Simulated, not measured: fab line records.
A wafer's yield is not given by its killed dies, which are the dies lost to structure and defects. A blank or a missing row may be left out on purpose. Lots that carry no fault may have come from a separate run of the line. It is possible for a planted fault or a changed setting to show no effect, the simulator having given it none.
Matching of chambers / flow n5_finfet / rie_diel-03 running N5_SD_EPI_N_DESCUM_14: 4 sister chambers
The step chemistry O2, time 7.9 s. 8 wafers are shown with their chamber, then 9 later ones without.

## WAFERS, EACH WITH ITS CHAMBER
wafer=L081.4; chamber=2; showerhead_plenum_p_Torr (Torr)=2.01; throttle_valve_pct (%)=20.76
wafer=L086.5; chamber=3; showerhead_plenum_p_Torr (Torr)=2.10; throttle_valve_pct (%)=20.33
wafer=L087.3; chamber=0; showerhead_plenum_p_Torr (Torr)=1.96; throttle_valve_pct (%)=20.26
wafer=L087.4; chamber=1; showerhead_plenum_p_Torr (Torr)=2.22; throttle_valve_pct (%)=20.39
wafer=L087.5; chamber=2; showerhead_plenum_p_Torr (Torr)=2.01; throttle_valve_pct (%)=20.78
wafer=L089.1; chamber=0; showerhead_plenum_p_Torr (Torr)=1.96; throttle_valve_pct (%)=20.27
wafer=L089.2; chamber=3; showerhead_plenum_p_Torr (Torr)=2.10; throttle_valve_pct (%)=20.34
wafer=L089.4; chamber=1; showerhead_plenum_p_Torr (Torr)=2.21; throttle_valve_pct (%)=20.39

## WAFERS MISSING THEIR CHAMBER
wafer=L090.1; showerhead_plenum_p_Torr (Torr)=2.10; throttle_valve_pct (%)=20.32
wafer=L090.4; showerhead_plenum_p_Torr (Torr)=2.10; throttle_valve_pct (%)=20.33
wafer=L090.6; showerhead_plenum_p_Torr (Torr)=2.00; throttle_valve_pct (%)=20.79
wafer=L092.2; showerhead_plenum_p_Torr (Torr)=2.00; throttle_valve_pct (%)=20.80
wafer=L092.3; showerhead_plenum_p_Torr (Torr)=2.21; throttle_valve_pct (%)=20.41
wafer=L092.5; showerhead_plenum_p_Torr (Torr)=2.00; throttle_valve_pct (%)=20.78
wafer=L094.3; showerhead_plenum_p_Torr (Torr)=2.09; throttle_valve_pct (%)=20.34
wafer=L094.4; showerhead_plenum_p_Torr (Torr)=2.21; throttle_valve_pct (%)=20.41
wafer=L094.5; showerhead_plenum_p_Torr (Torr)=2.21; throttle_valve_pct (%)=20.39

## THE CHAMBER EACH PASSED THROUGH
wafer=L090.1; from the rows above=3; in truth=3
wafer=L090.4; from the rows above=3; in truth=3
wafer=L090.6; from the rows above=2; in truth=2
wafer=L092.2; from the rows above=2; in truth=2
wafer=L092.3; from the rows above=1; in truth=1
wafer=L092.5; from the rows above=2; in truth=2
wafer=L094.3; from the rows above=3; in truth=3
wafer=L094.4; from the rows above=1; in truth=1
wafer=L094.5; from the rows above=1; in truth=1
Correct placement for 9 of the 9. Not placeable from these rows: 0. Number placed wrongly: 0.
How it was worked out, from the rows above alone: a wafer's distance from a chamber is the root of the sum, over the readings, of the square of ((its reading less the chamber's mean) divided by the reading's scatter). If the next closest chamber is less than 2 further off than the closest, the wafer can't be placed; otherwise it belongs to the closest. For every chamber, the mean is computed from those of its wafers that are shown. The scatter: take each reading less its chamber's mean, square it, sum over the shown wafers, divide by the number of wafers less the number of chambers, and take the root.
